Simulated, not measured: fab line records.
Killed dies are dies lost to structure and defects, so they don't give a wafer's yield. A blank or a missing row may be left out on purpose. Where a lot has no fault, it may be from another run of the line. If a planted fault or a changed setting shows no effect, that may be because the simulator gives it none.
Which tool was responsible? + flow nand_harc + Sampling: 11 lots, 33 wafers, 5 of 1159 route steps

## WHAT EACH GAUGE READ, for each wafer
NHARC_END_SORT_01.
| lot  | measured     | on        | killed_at_array |
|------|--------------|-----------|-----------------|
| L728 | day 22 21:52 | prober-01 | 32 25 31        |
| L729 | day 23 04:49 | prober-01 | 18 17 22        |

## EACH LOT AND THE TOOL THAT RAN IT (in order: tool; ch and the chambers of the sampled wafers; start)
| lot  | NHARC_P_GATE_STRIP_112               | NHARC_P_CONTACT_DESCUM_17          | NHARC_P_CONTACT_ETCH_31            | NHARC_P_CONTACT_DEGAS_38     |
|------|--------------------------------------|------------------------------------|------------------------------------|------------------------------|
| L716 | plasma_asher-01 ch 0,1, day 5 20:43  | rie_diel-04 ch 0,1,3, day 6 02:55  | rie_diel-04 ch 0,1,3, day 6 03:40  | pvd_sputter-02, day 6 04:32  |
| L718 | plasma_asher-02 ch 0,1, day 6 05:17  | rie_diel-04 ch 0,1,3, day 6 11:18  | rie_diel-04 ch 1,2,3, day 6 12:23  | pvd_sputter-02, day 6 13:19  |
| L720 | plasma_asher-01 ch 0,1, day 6 12:39  | rie_diel-02 ch 0,1,3, day 6 18:27  | rie_diel-02 ch 1,2,3, day 6 19:11  | pvd_sputter-02, day 6 20:02  |
| L724 | plasma_asher-01 ch 0,1, day 7 09:10  | rie_diel-04 ch 1,2, day 7 15:35    | rie_diel-04 ch 2,3, day 7 16:19    | pvd_sputter-02, day 7 17:10  |
| L728 | plasma_asher-01 ch 0, day 8 14:22    | rie_diel-13 ch 0,1,3, day 8 21:19  | rie_diel-13 ch 0,2, day 8 22:02    | pvd_sputter-02, day 8 22:53  |
| L726 | plasma_asher-02 ch 0,1, day 8 14:35  | rie_diel-04 ch 1,2,3, day 8 21:48  | rie_diel-04 ch 0,2,3, day 8 22:35  | pvd_sputter-03, day 8 23:26  |
| L727 | plasma_asher-01 ch 0,1, day 8 20:15  | rie_diel-04 ch 0,1,3, day 9 02:25  | rie_diel-04 ch 1,3, day 9 03:08    | pvd_sputter-01, day 9 03:59  |
| L729 | plasma_asher-01 ch 0,1, day 8 23:14  | rie_diel-04 ch 0,2,3, day 9 05:19  | rie_diel-04 ch 1,3, day 9 06:03    | pvd_sputter-01, day 9 06:54  |
| L733 | plasma_asher-02 ch 0,1, day 9 23:26  | rie_diel-02 ch 0,1,2, day 10 05:54 | rie_diel-02 ch 0,3, day 10 06:37   | pvd_sputter-03, day 10 07:28 |
| L735 | plasma_asher-02 ch 0,1, day 10 06:06 | rie_diel-02 ch 1,2,3, day 10 12:07 | rie_diel-02 ch 1,2,3, day 10 12:55 | pvd_sputter-01, day 10 13:46 |
| L738 | plasma_asher-02 ch 0, day 10 19:59   | rie_diel-02 ch 0,3, day 11 02:46   | rie_diel-02 ch 0,1, day 11 03:30   | pvd_sputter-02, day 11 04:22 |
- NHARC_P_GATE_STRIP_112: strips in N2/H2, time 200 s.
- NHARC_P_CONTACT_DESCUM_17: chemistry O2, time 3 s.
- NHARC_P_CONTACT_ETCH_31: etches the open film in CH3F/O2, target depth 30 nm, time 85.7 s.
- NHARC_P_CONTACT_DEGAS_38: time 60 s.

## THE ANSWER, worked out from the rows above alone
Rule: what is usual is taken from the lots themselves. The widest of any qualifying gaps counts: lots, ordered by their means at a reading, are off when they make up no more than a third of the lots, leave a main group of 4 or more, and stand apart from it by 3 or more times the standard deviation of that group's means. A main group whose means are all the same, to the digits that the tables above print for the reading, isn't used. Also off: a lot with no number at a reading for which 4 or more lots have one. All remaining lots with rows at the step are treated as sound.
No lot is off on any of the readings shown, so nothing can be concluded from this.

## WHAT WAS PUT IN BY THE SIMULATOR
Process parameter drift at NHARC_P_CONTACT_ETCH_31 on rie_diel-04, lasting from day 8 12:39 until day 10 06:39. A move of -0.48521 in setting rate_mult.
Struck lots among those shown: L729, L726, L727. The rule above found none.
